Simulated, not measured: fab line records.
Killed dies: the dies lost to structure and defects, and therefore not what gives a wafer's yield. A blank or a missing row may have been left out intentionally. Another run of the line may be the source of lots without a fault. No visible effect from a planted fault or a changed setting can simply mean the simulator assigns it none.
Matching of chambers || flow n5-finfet || N5_BEOL_M0_SAQP_ETCH_83 on rie-diel-03: 4 sister chambers
The step etches SiARC in CF4, target depth 39 nm, time 65 s. 4 wafers are shown with their chamber, then 11 later ones without.

WAFERS WITH THEIR CHAMBER
{"wafer": "L084.3", "chamber": 1, "showerhead-plenum-p-Torr (Torr)": 2.16}
{"wafer": "L084.5", "chamber": 2, "showerhead-plenum-p-Torr (Torr)": 2.05}
{"wafer": "L084.6", "chamber": 3, "showerhead-plenum-p-Torr (Torr)": 2.06}
{"wafer": "L087.3", "chamber": 0, "showerhead-plenum-p-Torr (Torr)": 2.09}

WAFERS WITH NO CHAMBER GIVEN
{"wafer": "L087.4", "showerhead-plenum-p-Torr (Torr)": 2.05}
{"wafer": "L087.6", "showerhead-plenum-p-Torr (Torr)": 2.05}
{"wafer": "L090.1", "showerhead-plenum-p-Torr (Torr)": 2.15}
{"wafer": "L090.2", "showerhead-plenum-p-Torr (Torr)": 2.06}
{"wafer": "L090.4", "showerhead-plenum-p-Torr (Torr)": 2.09}
{"wafer": "L093.1", "showerhead-plenum-p-Torr (Torr)": 2.05}
{"wafer": "L093.2", "showerhead-plenum-p-Torr (Torr)": 2.09}
{"wafer": "L093.5", "showerhead-plenum-p-Torr (Torr)": 2.06}
{"wafer": "L096.3", "showerhead-plenum-p-Torr (Torr)": 2.06}
{"wafer": "L096.5", "showerhead-plenum-p-Torr (Torr)": 2.08}
{"wafer": "L096.6", "showerhead-plenum-p-Torr (Torr)": 2.15}

EACH ONE'S CHAMBER
{"wafer": "L087.4", "from the rows above": "can't be placed: 2 or 3", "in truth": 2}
{"wafer": "L087.6", "from the rows above": "can't be placed: 2 or 3", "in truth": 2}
{"wafer": "L090.1", "from the rows above": 1, "in truth": 1}
{"wafer": "L090.2", "from the rows above": "can't be placed: 3 or 2", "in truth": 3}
{"wafer": "L090.4", "from the rows above": 0, "in truth": 0}
{"wafer": "L093.1", "from the rows above": "can't be placed: 2 or 3", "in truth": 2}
{"wafer": "L093.2", "from the rows above": 0, "in truth": 0}
{"wafer": "L093.5", "from the rows above": "can't be placed: 3 or 2", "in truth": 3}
{"wafer": "L096.3", "from the rows above": "can't be placed: 3 or 2", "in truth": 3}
{"wafer": "L096.5", "from the rows above": "can't be placed: 0 or 3", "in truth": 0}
{"wafer": "L096.6", "from the rows above": 1, "in truth": 1}
Correctly placed: 4 of 11. These rows do not allow placing 7 (true chamber among the candidates in 7). Wrongly placed: 0.
How it was worked out, from the rows above alone: a wafer's distance from a chamber is the root of the sum, over the readings, of the square of ((its reading less the chamber's mean) divided by the reading's scatter). The wafer belongs to the nearest chamber; if the next one is less than 2 further off, it can't be placed. A chamber's mean is the mean of its shown wafers. The scatter: with one shown wafer a chamber, the root of the mean of the squares of how far each hidden wafer lies from its nearest shown one.
